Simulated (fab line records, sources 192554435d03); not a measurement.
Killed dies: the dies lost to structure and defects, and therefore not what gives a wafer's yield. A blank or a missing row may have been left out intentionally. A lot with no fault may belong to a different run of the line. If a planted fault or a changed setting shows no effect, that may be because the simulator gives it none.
The tool behind it: which one?    flow n5_finfet    11 lots, 30 wafers sampled, at 3 steps of a route of 1938

## WHAT EACH GAUGE READ, for each wafer
N5_BEOL_M7_OVL_MEAS_29. Usual: V6_OVL -0.3 nm, standard deviation 0.53.
lot   measured      on          V6_OVL (nm)     flag
L402  day 10 06:47  overlay-02  0.7 0.5 0.1     
L406  day 11 10:44  overlay-01  0.6 -0.2 -0.1   
L404  day 11 13:36  overlay-02  -0.3 0.3        
L407  day 12 01:35  overlay-01  0.3 -0.5 -1.2   
L410  day 12 11:47  overlay-01  -1.0 -0.3 -0.2  
L412  day 13 07:07  overlay-02  -0.8 -0.7 -1.0  
L413  day 13 13:22  overlay-02  -0.2 -0.6 -1.0  
L422  day 16 01:26  overlay-01  -1.2 -0.2       
L424  day 16 07:12  overlay-02  -0.5 -0.5 0.0   
L423  day 16 16:53  overlay-02  -0.6 -1.1       
L425  day 16 16:43  overlay-01  -0.3 -0.3 -0.7  

## WHICH TOOL RAN EACH LOT (tool, then ch and the chambers of the sampled wafers, then the start)
lot   N5_BEOL_M7_DESCUM_16                N5_BEOL_M7_STRIP_67
L402  rie_diel-03 ch 0,1,2, day 10 01:52  rie_diel-03 ch 0,1,2, day 10 02:06
L406  rie_diel-02 ch 1,3, day 11 09:56    rie_diel-02 ch 1,3, day 11 10:10
L404  rie_diel-03 ch 2,3, day 11 11:40    rie_diel-03 ch 2,3, day 11 11:54
L407  rie_diel-06 ch 2,3, day 11 21:38    rie_diel-06 ch 2,3, day 11 21:53
L410  rie_diel-03 ch 1,2,3, day 12 10:53  rie_diel-03 ch 1,2,3, day 12 11:08
L412  rie_diel-03 ch 0,3, day 13 04:17    rie_diel-03 ch 0,3, day 13 04:31
L413  rie_diel-03 ch 0,3, day 13 12:14    rie_diel-03 ch 0,3, day 13 12:28
L422  rie_diel-02 ch 0, day 15 23:21      rie_diel-02 ch 0, day 15 23:35
L424  rie_diel-03 ch 1,2,3, day 16 05:16  rie_diel-03 ch 1,2,3, day 16 05:29
L423  rie_diel-06 ch 0,1, day 16 11:44    rie_diel-06 ch 0,1, day 16 11:58
L425  rie_diel-06 ch 0,1,2, day 16 12:51  rie_diel-06 ch 0,1,2, day 16 13:05
- N5_BEOL_M7_DESCUM_16: chemistry O2, time 7.9 s.
- N5_BEOL_M7_STRIP_67: strips in CF4.

## WHAT THE TOOLS THEMSELVES READ (means of the sampled wafers that have a number; where no wafer has one, the mark that the record gives instead)
N5_BEOL_M7_DESCUM_16. Usual: drypump_motor_current_A 5.7 A, standard deviation 0.38; oes_product_au 0.77 a.u., standard deviation 0.065; rf_vpp_V 242.8 V, standard deviation 1.4; showerhead_plenum_p_Torr 2.08 Torr, standard deviation 0.075; throttle_valve_pct 20.51 %, standard deviation 0.17.
lot   tool         drypump_motor_current_A (A)  oes_product_au (a.u.)  rf_vpp_V (V)  showerhead_plenum_p_Torr (Torr)  throttle_valve_pct (%)  flag
L402  rie_diel-03  6.0                          0.76                   243.3         2.14                             20.61                   
L406  rie_diel-02  5.5                          0.76                   242.6         2.03                             20.32                   
L404  rie_diel-03  5.2                          0.70                   244.3         2.17                             20.77                   
L407  rie_diel-06  5.8                          0.72                   241.6         2.01                             20.50                   
L410  rie_diel-03  5.6                          0.71                   244.2         2.15                             20.75                   
L412  rie_diel-03  5.6                          0.80                   243.4         2.13                             20.54                   
L413  rie_diel-03  5.3                          0.75                   244.1         2.15                             20.67                   
L422  rie_diel-02  5.5                          0.77                   241.8         2.01                             20.35                   
L424  rie_diel-03  5.6                          0.77                   243.9         2.14                             20.63                   
L423  rie_diel-06  5.5                          0.81                   242.6         2.08                             20.42                   
L425  rie_diel-06  5.6                          0.80                   242.2         2.03                             20.50                   

N5_BEOL_M7_STRIP_67. Usual: drypump_motor_current_A 5.7 A, standard deviation 0.38; oes_product_au 0.77 a.u., standard deviation 0.062; power_w 300.0 W, standard deviation 0.82; rf_vpp_V 270.8 V, standard deviation 1.6; showerhead_plenum_p_Torr 1.78 Torr, standard deviation 0.059; throttle_valve_pct 13.63 %, standard deviation 0.23.
lot   tool         drypump_motor_current_A (A)  oes_product_au (a.u.)  power_w (W)  rf_vpp_V (V)  showerhead_plenum_p_Torr (Torr)  throttle_valve_pct (%)  flag
L402  rie_diel-03  5.9                          0.77                   300.8        271.5         1.82                             13.63                   
L406  rie_diel-02  5.6                          0.76                   301.0        270.3         1.76                             13.67                   
L404  rie_diel-03  5.2                          0.71                   299.6        272.7         1.83                             13.77                   
L407  rie_diel-06  5.8                          0.72                   300.0        271.7         1.75                             13.83                   
L410  rie_diel-03  5.6                          0.72                   299.3        272.1         1.82                             13.77                   
L412  rie_diel-03  5.6                          0.80                   300.2        271.8         1.84                             13.67                   
L413  rie_diel-03  5.3                          0.76                   300.4        272.2         1.84                             13.81                   
L422  rie_diel-02  5.5                          0.77                   298.8        270.0         1.72                             13.50                   
L424  rie_diel-03  5.6                          0.78                   300.2        271.8         1.81                             13.63                   
L423  rie_diel-06  5.5                          0.81                   299.9        270.4         1.77                             13.45                   
L425  rie_diel-06  5.6                          0.79                   300.1        269.7         1.73                             13.53                   

## THE ANSWER, worked out from the rows above alone
Rule: take the mean of a lot's wafers that have a number; if it is more than 3 standard deviations from the usual mean, the lot is off. A lot without any number at a reading at which 4 lots or more have one is off too. The other lots that the step has rows for count as sound. After the gauges, taken in route order, come the tools' own readings; for these a lot's mean is taken, as printed above. The first step at which some lot is off is used, and at that step the reading that is off furthest; a lot without a number counts as furthest.
No lot is off on any of the readings shown, so nothing can be concluded from this.

## WHAT THE SIMULATOR HAD INSERTED
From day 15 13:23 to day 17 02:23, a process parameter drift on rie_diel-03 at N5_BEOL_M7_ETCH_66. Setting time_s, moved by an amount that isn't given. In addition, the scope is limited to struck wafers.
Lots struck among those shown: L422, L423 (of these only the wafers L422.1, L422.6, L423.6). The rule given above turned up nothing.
